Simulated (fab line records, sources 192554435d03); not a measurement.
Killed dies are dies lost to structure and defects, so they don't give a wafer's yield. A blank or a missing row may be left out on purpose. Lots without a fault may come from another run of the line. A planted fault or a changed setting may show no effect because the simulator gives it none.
Chamber matching | flow n5_finfet | N5_FIN_SAQP_MANDREL1_REMOVE_56 on rie_si-02: 4 sister chambers
The step chemistry HBr/Cl2/O2, target a-Si, stops on SiNx, bt time 10 s. 4 wafers are shown with their chamber, then 10 later ones without.

WAFERS WITH THEIR CHAMBER
wafer  | chamber | oes_product_au (a.u.)
L090.2 | 2       | 1.000
L090.4 | 3       | 1.030
L091.4 | 1       | 0.990
L091.5 | 0       | 1.010

WAFERS WITHOUT THEIR CHAMBER
wafer  | oes_product_au (a.u.)
L091.6 | 1.030
L092.1 | 1.032
L092.3 | 0.978
L092.4 | 1.000
L094.1 | 1.000
L094.3 | 0.981
L094.5 | 1.006
L095.4 | 1.000
L095.5 | 1.019
L095.6 | 1.038

WHICH CHAMBER EACH WENT THROUGH
wafer  | from the rows above          | in truth
L091.6 | 3                            | 3
L092.1 | 3                            | 3
L092.3 | can't be placed: 1 or 2      | 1
L092.4 | can't be placed: 2 or 0 or 1 | 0
L094.1 | can't be placed: 2 or 0 or 1 | 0
L094.3 | can't be placed: 1 or 2      | 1
L094.5 | can't be placed: 0 or 2 or 1 | 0
L095.4 | can't be placed: 2 or 0 or 1 | 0
L095.5 | can't be placed: 0 or 3 or 2 | 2
L095.6 | 3                            | 3
Placed correctly: 3 of 10. Can't be placed from these rows: 7 (the true chamber is among the candidates in 7). Placed wrongly: 0.
How it was worked out, from the rows above alone: a wafer's distance from a chamber is the root of the sum, over the readings, of the square of ((its reading less the chamber's mean) divided by the reading's scatter). The wafer belongs to the nearest chamber; if the next one is less than 2 further off, it can't be placed. A chamber's mean is the mean of its shown wafers. The scatter: with one shown wafer a chamber, the root of the mean of the squares of how far each hidden wafer lies from its nearest shown one.
